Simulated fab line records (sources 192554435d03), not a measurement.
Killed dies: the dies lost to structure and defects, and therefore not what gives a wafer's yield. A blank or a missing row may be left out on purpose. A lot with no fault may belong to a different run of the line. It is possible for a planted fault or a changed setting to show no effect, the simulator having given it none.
The tool behind it: which one? / flow n5-finfet / route of 1938 steps, sampled at 1 step: 6 lots, 16 wafers

WHAT THE GAUGES SHOWED, per wafer
N5_WELL_APT_INSPECT_38: inspects for defects (darkfield).
lot=L717; measured=day 2 10:59; on=defect-inspect-01; raw-defect-count=20 15 17
lot=L721; measured=day 3 11:24; on=defect-inspect-02; raw-defect-count=12 13 16
lot=L723; measured=day 3 23:31; on=defect-inspect-01; raw-defect-count=15 10 15
lot=L727; measured=day 4 22:50; on=defect-inspect-01; raw-defect-count=10 13 10
lot=L731; measured=day 5 23:05; on=defect-inspect-01; raw-defect-count=17
lot=L735; measured=day 6 23:34; on=defect-inspect-02; raw-defect-count=11 10 9

WHAT TOOL EACH LOT RAN ON (gives the tool, then ch and the chambers of the sampled wafers, and finally the start)
The record shows no process step preceding these readings.

THE ANSWER, worked out from the rows above alone
Rule: the lots themselves supply what counts as usual. Put in order of their means at a reading, lots are off if they are a third of the lots or fewer, leave a main group of 4 or more, and stand apart from it by a gap of 3 or more times the standard deviation of the main group's means; of several such gaps the widest counts. A main group is skipped when, at the precision printed for the reading in the tables above, its means are all equal. Also off: a lot with no number at a reading for which 4 or more lots have one. All remaining lots with rows at the step are treated as sound.
Across all readings shown, no lot is off: no conclusion can be drawn from this.

WHAT WAS PUT IN BY THE SIMULATOR
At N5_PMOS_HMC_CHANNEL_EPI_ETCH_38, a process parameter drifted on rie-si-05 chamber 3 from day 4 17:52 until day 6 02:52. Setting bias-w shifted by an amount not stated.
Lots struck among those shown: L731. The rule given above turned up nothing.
